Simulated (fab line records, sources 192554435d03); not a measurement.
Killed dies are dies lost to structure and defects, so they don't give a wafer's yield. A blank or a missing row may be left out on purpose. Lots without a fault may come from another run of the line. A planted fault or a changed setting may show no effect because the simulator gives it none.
Problem report in the 8D (eight disciplines) form, filled by code | flow n5_finfet | the parts of the form that need people (team, actions taken, sign-off) are left out

1. THE PROBLEM
spin_speed_rpm at N5_GATE_CUT_COAT_35 reads a mean of 1349.8 rpm on 6 wafers of 2 lots; wafers without a fault read 1499.9 rpm with a standard deviation of 0.93. That is -99 or more standard deviations from the usual mean.
The step: time 60 s, resist thk 10 nm.
First seen on wafer L571.1, day 8 02:11, on litho_track-03. The record holds 18 wafers of 6 lots with a number at this step. Rule for "out", or "out of limits": more than 4 standard deviations from the usual mean. The other wafers with a number count as sound.

2. WHAT IT IS AND WHAT IT IS NOT
question                    | is                     | is not
which readings at this step | spin_speed_rpm         | exhaust_pa
which lots                  | L571, L574             | L558, L563, L576, L580
which wafers of those lots  | all that have a number | -
read on which tools         | litho_track-03         | litho_track-01, litho_track-02
when                        | from day 8 02:11       | up to then (6 sound wafers); but 6 sound wafers of L576, L580 came after

3. SUSPECTS, AND WHAT RULES EACH OUT
Counting: a tool at a process step up to the reading stays a suspect if it ran every lot that is out and no sound lot after the first of them.
- rie_metal-01 at N5_GATE_CUT_VAPOR_ETCH_60 (etches HfO2 in BCl3/Cl2): ruled out as a lasting fault. Sound lots L576, L580 ran on it after its first lot that is out, L571 (day 7 20:31).
- ald_sin-03 at N5_GATE_CUT_SAC_CAP_01 (material SiNx, target thk 24 nm, pulse time 1 s, ald cycles 480): ruled out as a lasting fault. Sound lots L580 ran on it after its first lot that is out, L571 (day 7 21:06).
- litho_track-03 at N5_GATE_CUT_COAT_35 (time 60 s, resist thk 10 nm): kept. It ran every lot that is out, first L571 (day 8 02:11), and no sound lot after that; its last sound lot up to then is L563 (day 5 18:10). Its own readings are out on those wafers: spin_speed_rpm.
Left after counting: litho_track-03 at N5_GATE_CUT_COAT_35.

4. THE CAUSE (what the simulator had put in)
Process parameter drift: litho_track-03, from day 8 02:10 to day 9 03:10, at N5_GATE_CUT_COAT_35. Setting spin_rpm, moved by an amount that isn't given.
Counting left only this tool.

5. THE CHAIN OF EFFECTS, in route order
Each row: a reading whose mean over the struck wafers that have a number lies more than 3 standard deviations from the usual. Only readings for which the record gives a usual standard deviation are gone through. hours: the time from each lot's start at the first step in this table that gives one to its start at this step, as a median over the lots. sigmas: the change in usual standard deviations.
hours | step                | reading        | usual      | on struck wafers | change | sigmas
0     | N5_GATE_CUT_COAT_35 | spin_speed_rpm | 1499.9 rpm | 1349.8           | -150.1 | -99 or more
The process steps in it:
- N5_GATE_CUT_COAT_35: time 60 s, resist thk 10 nm.
Later measuring or inspecting steps at which every struck wafer that the step has a row for has a number for every such reading, and none has moved that far: N5_GATE_CUT_CD_MEAS_13, N5_GATE_CUT_OVL_MEAS_14, N5_GATE_CUT_INSPECT_15.

6. WHAT WOULD HAVE CAUGHT IT SOONER
In this record the first reading out of limits was taken at day 8 02:11, 0 hours after the fault began at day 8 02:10.
